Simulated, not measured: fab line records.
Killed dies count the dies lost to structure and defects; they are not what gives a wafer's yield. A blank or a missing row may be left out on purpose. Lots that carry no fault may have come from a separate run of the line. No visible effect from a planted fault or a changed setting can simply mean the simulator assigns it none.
Split-lot study -- flow n5_finfet -- on a route of 1938 steps: 7 lots, 21 wafers read

ON THE SPLIT
At N5_BEOL_M1_COAT_61 (time 60 s, resist thk 60 nm), the setting spin_rpm was moved away from the recipe's 1500 rpm on 7 of the 21 wafers read, by -9.0% to -2.9%. This setting was run at the recipe's value on the other wafers.

FROM THE SPLIT TO THE READING: what the file shows between them, 8 steps
- N5_BEOL_M1_COAT_62: time 60 s, resist thk 12 nm
- N5_BEOL_M1_COAT_73: time 60 s, resist thk 5 nm
- N5_BEOL_M1_ETCH_74: etches underlayer in N2/H2, target depth 6.5 nm, time 5.2 s
- N5_BEOL_M1_ETCH_63: etches SiARC in CF4, target depth 15.6 nm, time 26 s
- N5_BEOL_M1_ETCH_64: etches SOC in N2/H2, target depth 75 nm, overetch 15 nm, time 112.5 s
- N5_BEOL_M1_STRIP_65: strips in N2/H2
- N5_BEOL_M1_STRIP_75: strips in N2/H2
- N5_BEOL_M1_STRIP_66: strips in CF4

THE READING
SOC_of_BEOL_M1_COAT_61.thk_nm (the simulator's own value, which no gauge read), in nm, at N5_BEOL_M1_HM_OPEN_17 (chemistry Cl2/BCl3, target TiN, target depth 20 nm, overetch 6 nm). There is no usual value for it anywhere in the file. Average 52.2 nm, standard deviation 0.39 nm, over the 14 wafers here run with the recipe.

wafer,"tool, chamber at the split","spin_rpm as run, rpm",against the recipe,"SOC_of_BEOL_M1_COAT_61.thk_nm, nm",against lot-mates on the recipe
L075.1,"litho_track-04, 0",1500,recipe,51.8,-
L075.2,"litho_track-04, 0",1456,-2.9%,53.2,+1.4
L075.4,"litho_track-04, 0",1456,-2.9%,53,+1.2
L082.2,"litho_track-05, 0",1370,-8.7%,54.4,+3.4
L082.3,"litho_track-05, 0",1370,-8.7%,53.6,+2.6
L082.5,"litho_track-05, 0",1500,recipe,51,-
L085.4,"litho_track-05, 0",1365,-9.0%,55,+2.8
L085.5,"litho_track-05, 0",1500,recipe,52.2,-
L085.6,"litho_track-05, 0",1365,-9.0%,55.4,+3.2
L086.2,"litho_track-03, 0",1500,recipe,52.2,-
L086.4,"litho_track-03, 0",1500,recipe,52.2,-
L086.3,"litho_track-03, 0",1500,recipe,52,-
L087.1,"litho_track-05, 0",1426,-4.9%,54.2,+1.6
L087.2,"litho_track-05, 0",1500,recipe,52.6,-
L087.6,"litho_track-05, 0",1500,recipe,52.6,-
L089.1,"litho_track-04, 0",1500,recipe,52.4,-
L089.2,"litho_track-04, 0",1500,recipe,52.4,-
L089.4,"litho_track-04, 0",1500,recipe,52.4,-
L091.1,"litho_track-05, 0",1500,recipe,52,-
L091.4,"litho_track-05, 0",1500,recipe,52.2,-
L091.6,"litho_track-05, 0",1500,recipe,52.2,-

FIT RESULTS
A straight line over all 21 wafers: SOC_of_BEOL_M1_COAT_61.thk_nm changes by -0.286 nm for each +1% of spin_rpm; r = -0.91; the points scatter about the line by 0.47 nm.
The same after taking each lot's own level away (the mean of its wafers on the recipe; 21 wafers): -0.34 nm for each +1%; r = -0.99; scatter 0.19 nm.
According to that fit, moving spin_rpm by its largest amount changes the reading by 3.1 nm.
The lots' own levels span 51.00 to 52.60 nm, that is 4.1 times the standard deviation above.
So the slope is not independent of the lot-to-lot level: the two fits are not the same.
Check: with one of the wafers moved furthest among these (-9.0%) left out of the fit, the line predicts +3.17 nm for it against its lot-mates. Against them it came out at +2.8 nm.

THE WHOLE CHAIN: every reading that the file lists as answering this split, in the file's order
step,what it does,reading,change (the file's fit),r (the file's)
N5_BEOL_M1_COAT_61,"time 60 s, resist thk 60 nm","SOC_of_BEOL_M1_COAT_61.thk_nm (the simulator's own value, which no gauge read)",-0.291 nm for each +1% of the setting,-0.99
N5_BEOL_M1_ETCH_64,"etches SOC in N2/H2, target depth 75 nm, overetch 15 nm, time 112.5 s","etch.depth_nm (the simulator's own value, which no gauge read)",-0.306 nm for each +1% of the setting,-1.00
N5_BEOL_M1_HM_OPEN_17,"chemistry Cl2/BCl3, target TiN, target depth 20 nm, overetch 6 nm","SOC_of_BEOL_M1_COAT_61.thk_nm (the simulator's own value, which no gauge read)",-0.342 nm for each +1% of the setting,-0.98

FILE'S OWN FIT
SOC_of_BEOL_M1_COAT_61.thk_nm changes by -0.342 nm for each +1% of spin_rpm, r = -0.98.
